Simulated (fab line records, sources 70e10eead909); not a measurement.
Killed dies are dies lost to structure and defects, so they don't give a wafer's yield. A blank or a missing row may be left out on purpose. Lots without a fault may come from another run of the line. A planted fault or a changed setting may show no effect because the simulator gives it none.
Chamber matching | flow nand_harc | NHARC_A_CHANNEL_FILL_D2_CMP_10 on cmp-03: 4 sister chambers
The step polishes, target thk 150 nm. 4 wafers are shown with their chamber, then 8 later ones without.

WAFERS WITH THEIR CHAMBER
wafer  | chamber | motor_current_A (A)
L080.4 | 0       | 9.5
L084.2 | 1       | 11.5
L084.4 | 2       | 11.2
L085.1 | 3       | 10.9

WAFERS WITHOUT THEIR CHAMBER
wafer  | motor_current_A (A)
L085.2 | 10.1
L085.4 | 11.5
L087.1 | 9.9
L087.5 | 10.8
L087.6 | 9.5
L095.2 | 11.9
L095.4 | 9.9
L095.6 | 11.0

WHICH CHAMBER EACH WENT THROUGH
wafer  | from the rows above          | in truth
L085.2 | can't be placed: 0 or 3 or 2 | 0
L085.4 | can't be placed: 1 or 2 or 3 | 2
L087.1 | can't be placed: 0 or 3      | 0
L087.5 | can't be placed: 3 or 2 or 1 | 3
L087.6 | 0                            | 0
L095.2 | can't be placed: 1 or 2 or 3 | 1
L095.4 | can't be placed: 0 or 3      | 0
L095.6 | can't be placed: 3 or 2 or 1 | 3
Placed correctly: 1 of 8. Can't be placed from these rows: 7 (the true chamber is among the candidates in 7). Placed wrongly: 0.
How it was worked out, from the rows above alone: a wafer's distance from a chamber is the root of the sum, over the readings, of the square of ((its reading less the chamber's mean) divided by the reading's scatter). The wafer belongs to the nearest chamber; if the next one is less than 2 further off, it can't be placed. A chamber's mean is the mean of its shown wafers. The scatter: with one shown wafer a chamber, the root of the mean of the squares of how far each hidden wafer lies from its nearest shown one.
